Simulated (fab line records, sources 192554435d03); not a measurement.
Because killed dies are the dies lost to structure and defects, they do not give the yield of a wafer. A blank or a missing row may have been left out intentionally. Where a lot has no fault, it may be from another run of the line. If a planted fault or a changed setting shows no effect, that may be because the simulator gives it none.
Chamber matching ; flow n5_finfet ; N5_BEOL_M5_ALD_86 on ald_metal-04 has 4 sister chambers
The step deposits TaN, pulse time 2 s, purge time 3 s, co reactant purge time 2 s. 7 wafers are shown with their chamber, then 8 later ones without.

## WAFERS WITH THEIR CHAMBER
wafer;chamber;precursor_vessel_pressure_torr (Torr);heater_power_w (W)
L075.6;1;26.36;385
L079.1;0;26.20;397
L079.6;2;26.31;398
L082.2;2;26.35;400
L082.3;3;26.21;393
L082.6;3;26.26;395
L084.1;0;26.26;396

## WAFERS WHOSE CHAMBER IS MISSING
wafer;precursor_vessel_pressure_torr (Torr);heater_power_w (W)
L084.2;26.12;385
L084.5;26.15;386
L090.2;26.27;388
L090.3;26.18;398
L090.5;26.24;408
L095.3;26.27;387
L095.5;26.19;388
L095.6;26.25;398

## WHICH CHAMBER EACH ONE RAN IN
wafer;from the rows above;in truth
L084.2;can't be placed: 1 or 3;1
L084.5;can't be placed: 1 or 3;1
L090.2;can't be placed: 1 or 3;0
L090.3;can't be placed: 0 or 3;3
L090.5;can't be placed: 2 or 0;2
L095.3;1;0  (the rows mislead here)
L095.5;can't be placed: 3 or 1 or 0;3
L095.6;can't be placed: 0 or 2 or 3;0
Placed correctly: 0 of 8. Not placeable from these rows: 7 (in 6, the candidates include the true chamber). Wrongly placed: 1.
How it was worked out, from the rows above alone: a wafer's distance from a chamber is the root of the sum, over the readings, of the square of ((its reading less the chamber's mean) divided by the reading's scatter). The wafer belongs to the nearest chamber; if the next one is less than 2 further off, it can't be placed. Each chamber's mean is taken over the wafers shown for it. The scatter: the root of (the sum of the squares of (reading less its chamber's mean) over the shown wafers, divided by (wafers less chambers)).
